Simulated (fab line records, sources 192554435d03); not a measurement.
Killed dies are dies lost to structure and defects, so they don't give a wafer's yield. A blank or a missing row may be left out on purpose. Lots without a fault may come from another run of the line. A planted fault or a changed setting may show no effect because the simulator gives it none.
Which tool did it? | flow n5_finfet | 20 lots, 60 wafers sampled, at 6 steps of a route of 1938

WHAT THE GAUGES READ, wafer by wafer
The record holds no reading of a measuring or inspecting step that can be judged against a usual standard deviation.

WHICH TOOL RAN EACH LOT (tool, then ch and the chambers of the sampled wafers, then the start)
lot  | N5_BEOL_M8_CURE_75            | N5_BEOL_M9_DESCUM_16               | N5_BEOL_M9_ETCH_61                 | N5_BEOL_M9_ETCH_76                 | N5_BEOL_M9_STRIP_36                | N5_BEOL_M9_DEGAS_44
L074 | uv_cure-03 ch 2, day 9 10:44  | rie_diel-04 ch 0,2,3, day 9 16:12  | rie_diel-04 ch 0,2,3, day 9 16:14  | rie_diel-06 ch 0,1,2, day 9 17:15  | rie_diel-06 ch 0,1,2, day 9 17:28  | pvd_sputter-03, day 9 18:24
L077 | uv_cure-02 ch 1, day 9 23:19  | rie_diel-06 ch 0,2,3, day 10 05:10 | rie_diel-06 ch 0,2,3, day 10 05:12 | rie_diel-04 ch 0,1,3, day 10 07:01 | rie_diel-04 ch 0,1,3, day 10 07:14 | pvd_sputter-03, day 10 08:22
L079 | uv_cure-02 ch 2, day 10 02:15 | rie_diel-03 ch 0,3, day 10 05:56   | rie_diel-03 ch 0,3, day 10 05:58   | rie_diel-06 ch 0,3, day 10 07:12   | rie_diel-06 ch 0,3, day 10 07:25   | pvd_sputter-03, day 10 08:26
L075 | uv_cure-01 ch 0, day 10 07:48 | rie_diel-03 ch 0,3, day 10 12:53   | rie_diel-03 ch 0,3, day 10 12:56   | rie_diel-03 ch 0,1,3, day 10 15:48 | rie_diel-03 ch 0,1,3, day 10 16:01 | pvd_sputter-02, day 10 16:56
L081 | uv_cure-02 ch 1, day 11 08:43 | rie_diel-06 ch 0,1,2, day 11 15:19 | rie_diel-06 ch 0,1,2, day 11 15:21 | rie_diel-06 ch 0,1, day 11 18:29   | rie_diel-06 ch 0,1, day 11 18:41   | pvd_sputter-03, day 11 19:32
L082 | uv_cure-03 ch 2, day 12 03:25 | rie_diel-03 ch 1,2,3, day 12 08:11 | rie_diel-03 ch 1,2,3, day 12 08:14 | rie_diel-03 ch 0,1, day 12 09:41   | rie_diel-03 ch 0,1, day 12 09:54   | pvd_sputter-01, day 12 13:04
L083 | uv_cure-02 ch 1, day 12 13:14 | rie_diel-03 ch 1,3, day 12 20:38   | rie_diel-03 ch 1,3, day 12 20:40   | rie_diel-04 ch 1,2,3, day 12 22:02 | rie_diel-04 ch 1,2,3, day 12 22:15 | pvd_sputter-03, day 12 23:04
L086 | uv_cure-02 ch 1, day 12 14:29 | rie_diel-03 ch 0,2,3, day 12 20:57 | rie_diel-03 ch 0,2,3, day 12 20:59 | rie_diel-04 ch 1,2, day 12 23:04   | rie_diel-04 ch 1,2, day 12 23:17   | pvd_sputter-03, day 13 00:01
L085 | uv_cure-02 ch 2, day 12 22:59 | rie_diel-04 ch 0,3, day 13 04:42   | rie_diel-04 ch 0,3, day 13 04:44   | rie_diel-03 ch 0,1,2, day 13 06:46 | rie_diel-03 ch 0,1,2, day 13 06:59 | pvd_sputter-01, day 13 07:49
L088 | uv_cure-03 ch 1, day 13 06:11 | rie_diel-04 ch 0,2,3, day 13 11:00 | rie_diel-04 ch 0,2,3, day 13 11:02 | rie_diel-03 ch 0,1,3, day 13 13:16 | rie_diel-03 ch 0,1,3, day 13 13:28 | pvd_sputter-03, day 13 14:23
L087 | uv_cure-03 ch 0, day 13 06:35 | rie_diel-04 ch 0,1,2, day 13 11:15 | rie_diel-04 ch 0,1,2, day 13 11:17 | rie_diel-03 ch 0,1,2, day 13 13:41 | rie_diel-03 ch 0,1,2, day 13 13:53 | pvd_sputter-03, day 13 15:07
L089 | uv_cure-02 ch 0, day 13 15:34 | rie_diel-03 ch 0,3, day 13 19:26   | rie_diel-03 ch 0,3, day 13 19:28   | rie_diel-04 ch 0,2,3, day 13 21:22 | rie_diel-04 ch 0,2,3, day 13 21:34 | pvd_sputter-03, day 13 22:25
L091 | uv_cure-02 ch 1, day 13 18:55 | rie_diel-03 ch 1,2,3, day 14 00:37 | rie_diel-03 ch 1,2,3, day 14 00:39 | rie_diel-03 ch 0,1,2, day 14 03:07 | rie_diel-03 ch 0,1,2, day 14 03:19 | pvd_sputter-03, day 14 04:18
L090 | uv_cure-01 ch 2, day 13 22:25 | rie_diel-03 ch 0,3, day 14 04:02   | rie_diel-03 ch 0,3, day 14 04:05   | rie_diel-04 ch 2,3, day 14 06:51   | rie_diel-04 ch 2,3, day 14 07:03   | pvd_sputter-03, day 14 07:47
L092 | uv_cure-01 ch 1, day 14 06:52 | rie_diel-04 ch 0,1,3, day 14 11:08 | rie_diel-04 ch 0,1,3, day 14 11:11 | rie_diel-03 ch 2,3, day 14 13:14   | rie_diel-03 ch 2,3, day 14 13:26   | pvd_sputter-02, day 14 14:17
L093 | uv_cure-03 ch 1, day 14 12:41 | rie_diel-03 ch 0,2, day 14 17:49   | rie_diel-03 ch 0,2, day 14 17:52   | rie_diel-04 ch 0,1, day 14 19:07   | rie_diel-04 ch 0,1, day 14 19:19   | pvd_sputter-02, day 14 21:39
L094 | uv_cure-02 ch 1, day 14 13:10 | rie_diel-03 ch 0,2,3, day 14 18:04 | rie_diel-03 ch 0,2,3, day 14 18:07 | rie_diel-03 ch 1,3, day 14 22:39   | rie_diel-03 ch 1,3, day 14 22:52   | pvd_sputter-03, day 14 23:35
L095 | uv_cure-03 ch 1, day 15 08:28 | rie_diel-04 ch 0,1, day 15 14:29   | rie_diel-04 ch 0,1, day 15 14:31   | rie_diel-04 ch 0,1,2, day 15 15:39 | rie_diel-04 ch 0,1,2, day 15 15:51 | pvd_sputter-01, day 15 16:35
L096 | uv_cure-01 ch 1, day 15 08:43 | rie_diel-03 ch 0,2,3, day 15 14:38 | rie_diel-03 ch 0,2,3, day 15 14:40 | rie_diel-06 ch 0,1,2, day 15 15:53 | rie_diel-06 ch 0,1,2, day 15 16:05 | pvd_sputter-02, day 15 16:57
L097 | uv_cure-01 ch 0, day 15 17:18 | rie_diel-04 ch 0,1,3, day 15 22:51 | rie_diel-04 ch 0,1,3, day 15 22:53 | rie_diel-03 ch 0,2, day 16 01:34   | rie_diel-03 ch 0,2, day 16 01:53   | pvd_sputter-01, day 16 03:04
- N5_BEOL_M8_CURE_75: cures SiCOH lowk, time 120 s.
- N5_BEOL_M9_DESCUM_16: chemistry O2, time 7.9 s.
- N5_BEOL_M9_ETCH_61: etches SiARC in CF4, target depth 39 nm, time 65 s.
- N5_BEOL_M9_ETCH_76: etches underlayer in N2/H2, target depth 6.5 nm, time 5.2 s.
- N5_BEOL_M9_STRIP_36: strips in N2/H2.
- N5_BEOL_M9_DEGAS_44: time 60 s.

WHAT THE TOOLS THEMSELVES READ (means of the sampled wafers that have a number; where no wafer has one, the mark that the record gives instead)
N5_BEOL_M8_CURE_75. Usual: lamp_power_pct 52.31 %, standard deviation 0.051; wafer_temp_C_max 371.9, standard deviation 0.57.
lot  | tool       | lamp_power_pct (%) | wafer_temp_C_max | flag
L074 | uv_cure-03 | 52.25              | 373.1            |
L077 | uv_cure-02 | 52.29              | 372.0            |
L079 | uv_cure-02 | 52.30              | 371.8            |
L075 | uv_cure-01 | 52.29              | 372.3            |
L081 | uv_cure-02 | 52.31              | 372.0            |
L082 | uv_cure-03 | 52.31              | 372.6            |
L083 | uv_cure-02 | 52.32              | 371.5            |
L086 | uv_cure-02 | 52.30              | 372.3            |
L085 | uv_cure-02 | 52.29              | 371.4            |
L088 | uv_cure-03 | 52.29              | 371.4            |
L087 | uv_cure-03 | 52.37              | 371.6            |
L089 | uv_cure-02 | 52.32              | 371.6            |
L091 | uv_cure-02 | 52.32              | 372.3            |
L090 | uv_cure-01 | 52.31              | 372.4            |
L092 | uv_cure-01 | 52.30              | 372.0            |
L093 | uv_cure-03 | 52.28              | 371.4            |
L094 | uv_cure-02 | 52.33              | 371.9            |
L095 | uv_cure-03 | 52.29              | 371.4            |
L096 | uv_cure-01 | 52.35              | 372.1            |
L097 | uv_cure-01 | 52.34              | 372.0            |

N5_BEOL_M9_DESCUM_16. Usual: drypump_motor_current_A 5.5 A, standard deviation 0.37; oes_product_au 0.76 a.u., standard deviation 0.071; rf_fwd_power_W 49.33 W, standard deviation 0.23; rf_vpp_V 242.3 V, standard deviation 1.5; showerhead_plenum_p_Torr 2.04 Torr, standard deviation 0.076; throttle_valve_pct 20.59 %, standard deviation 0.21.
lot  | tool        | drypump_motor_current_A (A) | oes_product_au (a.u.) | rf_fwd_power_W (W) | rf_vpp_V (V) | showerhead_plenum_p_Torr (Torr) | throttle_valve_pct (%) | flag
L074 | rie_diel-04 | 5.3                         | 0.80                  | 49.61              | 242.5        | 2.04                            | 20.36                  |
L077 | rie_diel-06 | 5.7                         | 0.80                  | 49.19              | 242.5        | 2.10                            | 20.19                  |
L079 | rie_diel-03 | 5.7                         | 0.74                  | 49.19              | 240.5        | 1.97                            | 20.72                  |
L075 | rie_diel-03 | 5.7                         | 0.74                  | 49.19              | 242.2        | 1.97                            | 20.72                  |
L081 | rie_diel-06 | 6.0                         | 0.74                  | 49.18              | 243.5        | 2.06                            | 20.42                  |
L082 | rie_diel-03 | 5.5                         | 0.71                  | 49.25              | 242.5        | 2.08                            | 20.68                  |
L083 | rie_diel-03 | 5.7                         | 0.72                  | 49.01              | 241.4        | 2.02                            | 20.71                  |
L086 | rie_diel-03 | 5.5                         | 0.72                  | 49.22              | 242.3        | 2.03                            | 20.72                  |
L085 | rie_diel-04 | 5.6                         | 0.73                  | 49.41              | 241.9        | 2.01                            | 20.43                  |
L088 | rie_diel-04 | 5.3                         | 0.77                  | 49.49              | 242.4        | 2.03                            | 20.40                  |
L087 | rie_diel-04 | 5.4                         | 0.83                  | 49.71              | 242.0        | 2.06                            | 20.50                  |
L089 | rie_diel-03 | 5.7                         | 0.72                  | 49.21              | 241.4        | 1.96                            | 20.77                  |
L091 | rie_diel-03 | 5.5                         | 0.70                  | 49.12              | 242.8        | 2.07                            | 20.69                  |
L090 | rie_diel-03 | 5.7                         | 0.72                  | 49.21              | 241.4        | 1.95                            | 20.73                  |
L092 | rie_diel-04 | 5.5                         | 0.77                  | 49.58              | 243.3        | 2.05                            | 20.58                  |
L093 | rie_diel-03 | 5.4                         | 0.70                  | 49.34              | 243.4        | 2.08                            | 20.71                  |
L094 | rie_diel-03 | 5.5                         | 0.71                  | 49.27              | 242.4        | 2.02                            | 20.75                  |
L095 | rie_diel-04 | 5.7                         | 0.82                  | 49.45              | 242.3        | 2.08                            | 20.70                  |
L096 | rie_diel-03 | 5.5                         | 0.71                  | 49.25              | 242.2        | 2.02                            | 20.77                  |
L097 | rie_diel-04 | 5.5                         | 0.87                  | 49.59              | 241.9        | 2.05                            | 20.50                  |

N5_BEOL_M9_ETCH_61. Usual: drypump_motor_current_A 5.5 A, standard deviation 0.37; etch_rf_on_time_s 65.5 s, standard deviation 1.3; oes_product_au 0.64 a.u., standard deviation 0.062; rf_fwd_power_W 537.9 W, standard deviation 2.4; rf_vpp_V 183.6 V, standard deviation 1.3; showerhead_plenum_p_Torr 2.09 Torr, standard deviation 0.077; throttle_valve_pct 15.77 %, standard deviation 0.23.
lot  | tool        | drypump_motor_current_A (A) | etch_rf_on_time_s (s) | oes_product_au (a.u.) | rf_fwd_power_W (W) | rf_vpp_V (V) | showerhead_plenum_p_Torr (Torr) | throttle_valve_pct (%) | flag
L074 | rie_diel-04 | 5.2                         | 64.0                  | 0.68                  | 538.6              | 184.1        | 2.09                            | 15.62                  |
L077 | rie_diel-06 | 5.7                         | 66.1                  | 0.68                  | 538.3              | 184.3        | 2.15                            | 15.44                  |
L079 | rie_diel-03 | 5.7                         | 66.4                  | 0.63                  | 536.7              | 182.5        | 2.03                            | 15.91                  |
L075 | rie_diel-03 | 5.7                         | 66.2                  | 0.63                  | 537.2              | 182.4        | 2.03                            | 15.93                  |
L081 | rie_diel-06 | 5.9                         | 65.6                  | 0.63                  | 539.7              | 183.6        | 2.11                            | 15.69                  |
L082 | rie_diel-03 | 5.5                         | 66.0                  | 0.61                  | 536.6              | 183.5        | 2.12                            | 15.86                  |
L083 | rie_diel-03 | 5.7                         | 66.1                  | 0.61                  | 536.0              | 183.9        | 2.07                            | 15.91                  |
L086 | rie_diel-03 | 5.5                         | 66.6                  | 0.61                  | 535.9              | 183.9        | 2.08                            | 15.91                  |
L085 | rie_diel-04 | 5.6                         | 64.6                  | 0.64                  | 539.9              | 183.9        | 2.07                            | 15.78                  |
L088 | rie_diel-04 | 5.3                         | 64.4                  | 0.66                  | 538.2              | 183.7        | 2.08                            | 15.68                  |
L087 | rie_diel-04 | 5.4                         | 64.4                  | 0.70                  | 540.0              | 183.7        | 2.10                            | 15.68                  |
L089 | rie_diel-03 | 5.7                         | 67.3                  | 0.60                  | 535.8              | 183.4        | 2.02                            | 15.98                  |
L091 | rie_diel-03 | 5.5                         | 64.9                  | 0.60                  | 535.7              | 183.3        | 2.12                            | 15.89                  |
L090 | rie_diel-03 | 5.7                         | 66.7                  | 0.61                  | 535.8              | 183.1        | 1.99                            | 15.87                  |
L092 | rie_diel-04 | 5.5                         | 63.2                  | 0.67                  | 540.8              | 184.0        | 2.12                            | 15.84                  |
L093 | rie_diel-03 | 5.4                         | 65.9                  | 0.60                  | 537.5              | 183.8        | 2.13                            | 15.90                  |
L094 | rie_diel-03 | 5.5                         | 66.0                  | 0.60                  | 535.7              | 183.1        | 2.07                            | 15.95                  |
L095 | rie_diel-04 | 5.7                         | 64.3                  | 0.70                  | 540.3              | 184.6        | 2.13                            | 15.86                  |
L096 | rie_diel-03 | 5.5                         | 66.2                  | 0.60                  | 535.7              | 182.4        | 2.07                            | 15.97                  |
L097 | rie_diel-04 | 5.5                         | 63.7                  | 0.75                  | 539.4              | 184.6        | 2.11                            | 15.71                  |

N5_BEOL_M9_ETCH_76. Usual: drypump_motor_current_A 5.5 A, standard deviation 0.4; etch_rf_on_time_s 5.24 s, standard deviation 0.11; oes_product_au 0.64 a.u., standard deviation 0.061; rf_fwd_power_W 819.6 W, standard deviation 2.4; rf_vpp_V 522.3 V, standard deviation 2.8; showerhead_plenum_p_Torr 2.49 Torr, standard deviation 0.09; throttle_valve_pct 18.01 %, standard deviation 0.21.
lot  | tool        | drypump_motor_current_A (A) | etch_rf_on_time_s (s) | oes_product_au (a.u.) | rf_fwd_power_W (W) | rf_vpp_V (V) | showerhead_plenum_p_Torr (Torr) | throttle_valve_pct (%) | flag
L074 | rie_diel-06 | 6.0                         | 5.21                  | 0.64                  | 819.7              | 522.9        | 2.50                            | 17.89                  |
L077 | rie_diel-04 | 5.5                         | 5.02                  | 0.70                  | 818.8              | 523.0        | 2.52                            | 18.05                  |
L079 | rie_diel-06 | 5.9                         | 5.36                  | 0.70                  | 817.6              | 525.9        | 2.58                            | 17.63                  |
L075 | rie_diel-03 | 5.7                         | 5.27                  | 0.62                  | 818.7              | 520.6        | 2.44                            | 18.06                  |
L081 | rie_diel-06 | 6.0                         | 5.17                  | 0.65                  | 819.3              | 522.7        | 2.48                            | 18.05                  |
L082 | rie_diel-03 | 5.6                         | 5.27                  | 0.61                  | 820.7              | 522.1        | 2.46                            | 18.00                  |
L083 | rie_diel-04 | 5.1                         | 5.14                  | 0.70                  | 819.5              | 523.4        | 2.52                            | 17.97                  |
L086 | rie_diel-04 | 5.0                         | 5.21                  | 0.73                  | 822.1              | 523.0        | 2.51                            | 17.84                  |
L085 | rie_diel-03 | 5.5                         | 5.25                  | 0.60                  | 820.0              | 522.1        | 2.50                            | 18.08                  |
L088 | rie_diel-03 | 5.7                         | 5.34                  | 0.61                  | 819.9              | 520.1        | 2.43                            | 18.11                  |
L087 | rie_diel-03 | 5.5                         | 5.33                  | 0.59                  | 819.5              | 522.1        | 2.49                            | 18.09                  |
L089 | rie_diel-04 | 5.3                         | 5.19                  | 0.65                  | 821.2              | 522.2        | 2.47                            | 17.94                  |
L091 | rie_diel-03 | 5.5                         | 5.29                  | 0.60                  | 819.0              | 521.9        | 2.49                            | 18.10                  |
L090 | rie_diel-04 | 4.9                         | 5.21                  | 0.66                  | 818.4              | 521.0        | 2.48                            | 17.83                  |
L092 | rie_diel-03 | 5.5                         | 5.33                  | 0.60                  | 819.9              | 521.9        | 2.49                            | 18.24                  |
L093 | rie_diel-04 | 5.7                         | 5.09                  | 0.71                  | 820.0              | 523.1        | 2.53                            | 18.15                  |
L094 | rie_diel-03 | 5.7                         | 5.25                  | 0.60                  | 818.8              | 520.6        | 2.45                            | 18.18                  |
L095 | rie_diel-04 | 5.4                         | 5.17                  | 0.68                  | 817.5              | 522.3        | 2.49                            | 18.00                  |
L096 | rie_diel-06 | 6.0                         | 5.21                  | 0.62                  | 819.5              | 522.2        | 2.50                            | 17.93                  |
L097 | rie_diel-03 | 5.4                         | 5.28                  | 0.59                  | 822.1              | 522.2        | 2.52                            | 18.20                  |

N5_BEOL_M9_STRIP_36. Usual: drypump_motor_current_A 5.5 A, standard deviation 0.4; oes_product_au 0.76 a.u., standard deviation 0.073; rf_vpp_V 58.9 V, standard deviation 1.3; showerhead_plenum_p_Torr 2.49 Torr, standard deviation 0.09; throttle_valve_pct 23.81 %, standard deviation 0.27.
lot  | tool        | drypump_motor_current_A (A) | oes_product_au (a.u.) | rf_vpp_V (V) | showerhead_plenum_p_Torr (Torr) | throttle_valve_pct (%) | flag
L074 | rie_diel-06 | 6.0                         | 0.75                  | 58.3         | 2.50                            | 23.65                  |
L077 | rie_diel-04 | 5.5                         | 0.82                  | 59.6         | 2.52                            | 23.86                  |
L079 | rie_diel-06 | 5.9                         | 0.84                  | 58.3         | 2.57                            | 23.35                  |
L075 | rie_diel-03 | 5.7                         | 0.73                  | 59.7         | 2.43                            | 23.89                  |
L081 | rie_diel-06 | 6.0                         | 0.75                  | 58.5         | 2.48                            | 23.87                  |
L082 | rie_diel-03 | 5.6                         | 0.72                  | 58.1         | 2.46                            | 23.86                  |
L083 | rie_diel-04 | 5.1                         | 0.81                  | 58.8         | 2.52                            | 23.76                  |
L086 | rie_diel-04 | 5.0                         | 0.87                  | 60.3         | 2.50                            | 23.69                  |
L085 | rie_diel-03 | 5.5                         | 0.71                  | 58.6         | 2.49                            | 23.93                  |
L088 | rie_diel-03 | 5.7                         | 0.71                  | 60.0         | 2.42                            | 23.91                  |
L087 | rie_diel-03 | 5.5                         | 0.72                  | 59.4         | 2.49                            | 23.94                  |
L089 | rie_diel-04 | 5.3                         | 0.77                  | 58.6         | 2.47                            | 23.65                  |
L091 | rie_diel-03 | 5.5                         | 0.70                  | 58.8         | 2.49                            | 23.97                  |
L090 | rie_diel-04 | 4.9                         | 0.79                  | 58.2         | 2.48                            | 23.56                  |
L092 | rie_diel-03 | 5.5                         | 0.71                  | 57.9         | 2.48                            | 23.96                  |
L093 | rie_diel-04 | 5.7                         | 0.83                  | 60.1         | 2.53                            | 24.08                  |
L094 | rie_diel-03 | 5.7                         | 0.70                  | 58.8         | 2.44                            | 23.90                  |
L095 | rie_diel-04 | 5.4                         | 0.81                  | 60.3         | 2.48                            | 23.87                  |
L096 | rie_diel-06 | 5.9                         | 0.73                  | 57.8         | 2.49                            | 23.67                  |
L097 | rie_diel-03 | 5.4                         | 0.69                  | 58.7         | 2.51                            | 24.05                  |

N5_BEOL_M9_DEGAS_44. Usual: heater_power_w 338 W, standard deviation 47.
lot  | tool           | heater_power_w (W) | flag
L074 | pvd_sputter-03 | 314                |
L077 | pvd_sputter-03 | 340                |
L079 | pvd_sputter-03 | 316                |
L075 | pvd_sputter-02 | 372                |
L081 | pvd_sputter-03 | 317                |
L082 | pvd_sputter-01 | 283                |
L083 | pvd_sputter-03 | 323                |
L086 | pvd_sputter-03 | 331                |
L085 | pvd_sputter-01 | 316                |
L088 | pvd_sputter-03 | 318                |
L087 | pvd_sputter-03 | 318                |
L089 | pvd_sputter-03 | 314                |
L091 | pvd_sputter-03 | 323                |
L090 | pvd_sputter-03 | 306                |
L092 | pvd_sputter-02 | 393                |
L093 | pvd_sputter-02 | 367                |
L094 | pvd_sputter-03 | 360                |
L095 | pvd_sputter-01 | 327                |
L096 | pvd_sputter-02 | 396                |
L097 | pvd_sputter-01 | 280                |

THE ANSWER, worked out from the rows above alone
Rule: a lot is off if the mean of its wafers that have a number lies more than 3 standard deviations from the usual mean. A lot without any number at a reading at which 4 lots or more have one is off too. The other lots that the step has rows for count as sound. The gauges are gone through in route order, then the tools' own readings, and for those a lot's mean is taken as printed above. The first step at which some lot is off is used, and at that step the reading that is off furthest; a lot without a number counts as furthest.
No lot is off at any reading shown: from this, nothing can be told.

WHAT THE SIMULATOR HAD PUT IN
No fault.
